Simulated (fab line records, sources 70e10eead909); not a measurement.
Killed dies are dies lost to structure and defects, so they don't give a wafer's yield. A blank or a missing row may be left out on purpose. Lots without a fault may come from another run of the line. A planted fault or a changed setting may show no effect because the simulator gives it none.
Which tool did it? | flow nand_harc | 21 lots, 63 wafers sampled, at 1 step of a route of 1302

WHAT THE GAUGES READ, wafer by wafer
NHARC_A_DECK1_JOINT_THK_MEAS_17: measures by ellipsometry.
lot  | measured     | on            | thk_nm (nm)
L075 | day 11 14:07 | film_metro-02 | 45.0 45.5 46.4
L074 | day 11 14:13 | film_metro-02 | 44.1 45.0 44.0
L076 | day 12 09:09 | film_metro-02 | 45.3 44.5 43.9
L078 | day 12 20:31 | film_metro-01 | 45.7 45.5 45.4
L077 | day 13 21:14 | film_metro-01 | 44.1 45.1 43.4
L082 | day 15 02:39 | film_metro-01 | 42.6 42.0 45.7
L081 | day 15 02:40 | film_metro-01 | 45.0 45.7 43.9
L083 | day 15 09:10 | film_metro-02 | 45.7 46.6 45.5
L084 | day 15 21:34 | film_metro-01 | 44.9 42.7 45.7
L085 | day 15 21:44 | film_metro-01 | 44.3 45.0 46.2
L086 | day 16 16:45 | film_metro-01 | 42.2 44.9 43.6
L087 | day 16 16:46 | film_metro-02 | 45.2 41.7 44.7
L088 | day 17 05:16 | film_metro-02 | 43.4 45.3 45.1
L089 | day 17 05:18 | film_metro-01 | 45.6 45.8 45.4
L090 | day 17 20:32 | film_metro-02 | 43.1 43.8 44.4
L091 | day 18 11:33 | film_metro-02 | 45.4 45.5 46.3
L092 | day 18 11:36 | film_metro-01 | 46.2 47.0 47.0
L093 | day 19 09:44 | film_metro-01 | 46.0 44.6 48.1
L094 | day 19 09:44 | film_metro-02 | 43.7 46.2 44.6
L096 | day 20 08:57 | film_metro-01 | 42.1 43.1 44.9
L095 | day 20 08:57 | film_metro-02 | 44.8 45.7 44.6

WHICH TOOL RAN EACH LOT (tool, then ch and the chambers of the sampled wafers, then the start)
The record holds no process step before these readings.

WHAT THE TOOLS THEMSELVES READ (means of the sampled wafers that have a number; where no wafer has one, the mark that the record gives instead)
The record holds no such reading with a usual standard deviation.

THE ANSWER, worked out from the rows above alone
Rule: what is usual is taken from the lots themselves. Put in order of their means at a reading, lots are off if they are a third of the lots or fewer, leave a main group of 4 or more, and stand apart from it by a gap of 3 or more times the standard deviation of the main group's means; of several such gaps the widest counts. A main group whose means are all the same, to the digits that the tables above print for the reading, isn't used. A lot without any number at a reading at which 4 lots or more have one is off too. The other lots that the step has rows for count as sound. The gauges are gone through in route order, then the tools' own readings, and for those a lot's mean is taken as printed above. The first step at which some lot is off is used, and at that step the reading that is off furthest; a lot without a number counts as furthest.
No lot is off at any reading shown: from this, nothing can be told.

WHAT THE SIMULATOR HAD PUT IN
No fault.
